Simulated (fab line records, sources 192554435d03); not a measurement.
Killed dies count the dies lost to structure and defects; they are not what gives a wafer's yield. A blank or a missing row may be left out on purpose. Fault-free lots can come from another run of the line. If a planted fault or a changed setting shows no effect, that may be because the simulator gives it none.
Which tool is to blame? | flow n5_finfet | Sampling: 9 lots, 27 wafers, 5 of 1938 route steps

WHAT EACH GAUGE READ, for each wafer
N5_BEOL_M4_RC_MEAS_101.
lot  | measured     | on        | DIBL_N (mV/V)  | DIBL_P (mV/V)  | IOFF_N (nA/um)    | IOFF_P (nA/um) | ION_N (uA/um) | ION_P (uA/um) | SS_N (mV/dec)  | SS_P (mV/dec)  | VT_N (mV)   | VT_P (mV)
L764 | day 8 19:02  | prober-02 | 36.0 35.5 38.2 | 35.6 35.7 37.7 | 0.173 0.165 0.214 | 0.22 0.23 0.27 | 682 682 690   | 468 468 469   | 71.7 71.4 71.7 | 73.0 73.1 73.6 | 248 247 246 | -247 -244 -242
L767 | day 9 04:28  | prober-01 | 33.5 33.3 34.0 | 33.1 32.9 33.4 | 0.131 0.129 0.138 | 0.17 0.17 0.16 | 676 670 675   | 461 453 460   | 71.2 71.2 70.9 | 72.3 73.0 73.1 | 249 251 253 | -254 -255 -254
L772 | day 10 14:44 | prober-01 | 35.6 33.0 37.3 | 36.1 33.0 38.3 | 0.139 0.098 0.168 | 0.21 0.17 0.24 | 675 654 690   | 467 456 474   | 71.7 70.8 72.6 | 73.2 72.1 74.0 | 250 256 248 | -250 -252 -245
L773 | day 11 08:31 | prober-02 | 35.2 36.0 34.7 | 34.4 35.8 34.0 | 0.143 0.156 0.136 | 0.19 0.21 0.19 | 676 678 671   | 462 466 462   | 71.2 72.0 71.2 | 73.3 74.1 73.2 | 252 249 251 | -253 -250 -253
L775 | day 11 10:08 | prober-01 | 34.9 35.5 34.3 | 33.6 35.2 33.2 | 0.126 0.131 0.118 | 0.17 0.18 0.16 | 671 661 664   | 460 459 454   | 71.2 70.9 70.7 | 72.4 73.8 72.8 | 255 254 254 | -254 -254 -256
L778 | day 12 16:46 | prober-01 | 35.4 36.8 36.3 | 34.8 35.9 35.6 | 0.146 0.168 0.158 | 0.20 0.23 0.21 | 679 672 658   | 463 462 455   | 71.4 72.1 71.6 | 73.3 72.6 72.7 | 253 246 251 | -248 -248 -248
L783 | day 14 05:44 | prober-01 | 33.6 36.4 33.3 | 33.2 36.0 32.2 | 0.113 0.156 0.106 | 0.18 0.22 0.16 | 655 676 656   | 462 475 455   | 70.6 71.6 70.8 | 72.5 73.7 71.9 | 253 252 255 | -249 -248 -252
L784 | day 14 18:48 | prober-01 | 34.3 37.4 36.3 | 33.8 38.1 36.9 | 0.121 0.175 0.154 | 0.19 0.26 0.23 | 656 675 674   | 450 472 472   | 71.3 71.4 71.2 | 72.6 73.6 72.7 | 253 249 251 | -251 -247 -250
L786 | day 15 03:55 | prober-01 | 37.5 35.5 36.4 | 36.4 34.0 35.6 | 0.162 0.135 0.157 | 0.26 0.23 0.25 | 673 673 677   | 469 466 476   | 71.4 71.0 71.7 | 73.5 73.5 74.0 | 252 251 250 | -244 -247 -243

N5_BEOL_M9_INSPECT_58: inspects for defects (darkfield).
lot  | measured     | on                | raw_defect_count
L764 | day 11 06:40 | defect_inspect-01 | 49 57 62
L767 | day 11 14:17 | defect_inspect-01 | 69 71 59
L772 | day 12 17:53 | defect_inspect-01 | 82 54 50
L773 | day 13 08:16 | defect_inspect-02 | 55 45 42
L775 | day 13 11:51 | defect_inspect-02 | 40 67 35
L778 | day 14 13:17 | defect_inspect-02 | 53 53 90
L783 | day 16 08:46 | defect_inspect-01 | 67 95 73
L784 | day 17 04:55 | defect_inspect-01 | 78 67 71
L786 | day 17 07:21 | defect_inspect-01 | 93 82 79

N5_BEOL_M10_THK_MEAS_01.
lot  | measured     | on            | M10_ILD_THK (nm)
L764 | day 11 07:18 | film_metro-02 | 262 266 271
L767 | day 11 15:02 | film_metro-02 | 269 269 275
L772 | day 12 18:31 | film_metro-02 | 269 265 268
L773 | day 13 08:53 | film_metro-02 | 431 262 438
L775 | day 13 12:28 | film_metro-01 | 427 264 271
L778 | day 14 13:55 | film_metro-01 | 268 275 275
L783 | day 16 09:25 | film_metro-01 | 264 265 268
L784 | day 17 05:32 | film_metro-01 | 266 267 267
L786 | day 17 07:59 | film_metro-01 | 267 272 272

EACH LOT AND THE TOOL THAT RAN IT (in order: tool; ch and the chambers of the sampled wafers; start)
lot  | N5_BEOL_M9_STRIP_80                           | N5_BEOL_M10_ILD_DEP_00
L764 | rie_diel-02 ch 1,2, day 11 06:40 or earlier   | pecvd-01 ch 0,1,2, day 11 06:43
L767 | rie_diel-01 ch 0,1, day 11 14:17 or earlier   | pecvd-03 ch 0,2, day 11 14:20
L772 | rie_diel-01 ch 0,1,3, day 12 17:53 or earlier | pecvd-01 ch 0,1,2, day 12 17:57
L773 | rie_diel-01 ch 2,3, day 13 08:16 or earlier   | pecvd-01 ch 1,2, day 13 08:17
L775 | rie_diel-01 ch 1,2, day 13 11:51 or earlier   | pecvd-01 ch 0,2, day 13 11:53
L778 | rie_diel-03 ch 1,2, day 14 13:17 or earlier   | pecvd-03 ch 0,1, day 14 13:20
L783 | rie_diel-03 ch 1,2,3, day 16 08:46 or earlier | pecvd-04 ch 1,2, day 16 08:48
L784 | rie_diel-02 ch 0,1,3, day 17 04:55 or earlier | pecvd-03 ch 0,1,2, day 17 04:57
L786 | rie_diel-01 ch 0,2,3, day 17 07:21 or earlier | pecvd-03 ch 1,2, day 17 07:23
- N5_BEOL_M9_STRIP_80: strips in N2/H2, time 10 s.
- N5_BEOL_M10_ILD_DEP_00: deposits SiCOH lowk from DEMS/porogen, target thk 308.51 nm, time 58 s.

WHAT THE TOOLS THEMSELVES READ (means of the sampled wafers that have a number; where no wafer has one, the mark that the record gives instead)
N5_BEOL_M9_STRIP_80.
lot  | tool        | chamber_pressure_mTorr (mTorr) | drypump_motor_current_A (A) | oes_product_au (a.u.) | rf_vpp_V (V) | showerhead_plenum_p_Torr (Torr) | throttle_valve_pct (%)
L764 | rie_diel-02 | 19.980                         | 5.7                         | 0.70                  | 59.1         | 2.55                            | 24.02
L767 | rie_diel-01 | 19.989                         | 6.0                         | 0.72                  | 59.5         | 2.52                            | 24.08
L772 | rie_diel-01 | 20.006                         | 6.1                         | 0.71                  | 58.5         | 2.49                            | 24.05
L773 | rie_diel-01 | 19.997                         | 6.2                         | 0.71                  | 60.3         | 2.49                            | 23.95
L775 | rie_diel-01 | 19.993                         | 5.9                         | 0.71                  | 59.1         | 2.55                            | 24.04
L778 | rie_diel-03 | 19.985                         | 5.7                         | 0.82                  | 59.1         | 2.63                            | 23.87
L783 | rie_diel-03 | 20.000                         | 5.6                         | 0.76                  | 59.2         | 2.56                            | 23.96
L784 | rie_diel-02 | 19.998                         | 5.5                         | 0.78                  | 58.4         | 2.58                            | 23.69
L786 | rie_diel-01 | 20.009                         | 5.9                         | 0.68                  | 59.2         | 2.51                            | 24.00

N5_BEOL_M10_ILD_DEP_00.
lot  | tool     | heater_power_w (W) | run_length_s (s) | showerhead_plenum_p_Torr (Torr) | throttle_valve_pct (%)
L764 | pecvd-01 | 284                | 100.6            | 5.736                           | 13.5
L767 | pecvd-03 | 294                | 101.4            | 5.747                           | 13.3
L772 | pecvd-01 | 281                | 100.7            | 5.740                           | 13.4
L773 | pecvd-01 | 247                | 124.3            | 5.744                           | 13.1
L775 | pecvd-01 | 275                | 112.6            | 5.745                           | 13.0
L778 | pecvd-03 | 302                | 100.5            | 5.748                           | 14.8
L783 | pecvd-04 | 284                | 101.1            | 5.751                           | 14.3
L784 | pecvd-03 | 305                | 101.3            | 5.752                           | 14.0
L786 | pecvd-03 | 265                | 101.7            | 5.744                           | 13.3

THE ANSWER, worked out from the rows above alone
Rule: what is usual is taken from the lots themselves. The widest of any qualifying gaps counts: lots, ordered by their means at a reading, are off when they make up no more than a third of the lots, leave a main group of 4 or more, and stand apart from it by 3 or more times the standard deviation of that group's means. A main group whose means are all the same, to the digits that the tables above print for the reading, isn't used. A lot without any number at a reading at which 4 lots or more have one is off too. Where the step has rows for the other lots, those lots are counted as sound. After the gauges, taken in route order, come the tools' own readings; for these a lot's mean is taken, as printed above. At the first step where some lot is off, the reading lying furthest off is the one used; lots without a number count as furthest.
Off: L773, L775, seen at N5_BEOL_M10_THK_MEAS_01 (M10_ILD_THK). The main group: mean 269 nm, standard deviation 2.5.
A tool fits if, at a process step before that reading, it ran every lot that is off, and no sound lot after the first of them. Not tried: the gauges at N5_BEOL_M10_THK_MEAS_01; whatever is off there is also off at N5_BEOL_M10_ILD_DEP_00, on other tools, and gauge error can't account for it. Because N5_BEOL_M9_STRIP_80 lacks a start for some lots, the hours and order of its lots are taken from N5_BEOL_M9_INSPECT_58. One fits: pecvd-01 at N5_BEOL_M10_ILD_DEP_00. Its last sound lot is L772 (day 12 17:57), its first lot that is off L773 (day 13 08:17): a fault that began between those two fits.
On the lots that are off, the tool's own readings at N5_BEOL_M10_ILD_DEP_00 differ by more than 5 times the standard deviation of the sound lots' means, which bears it out; run_length_s reads 118.4 s there versus 101.0 s on the sound lots.

WHAT THE SIMULATOR PUT IN
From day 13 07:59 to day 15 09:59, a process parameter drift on pecvd-01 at N5_BEOL_M10_ILD_DEP_00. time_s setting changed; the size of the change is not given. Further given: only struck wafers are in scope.
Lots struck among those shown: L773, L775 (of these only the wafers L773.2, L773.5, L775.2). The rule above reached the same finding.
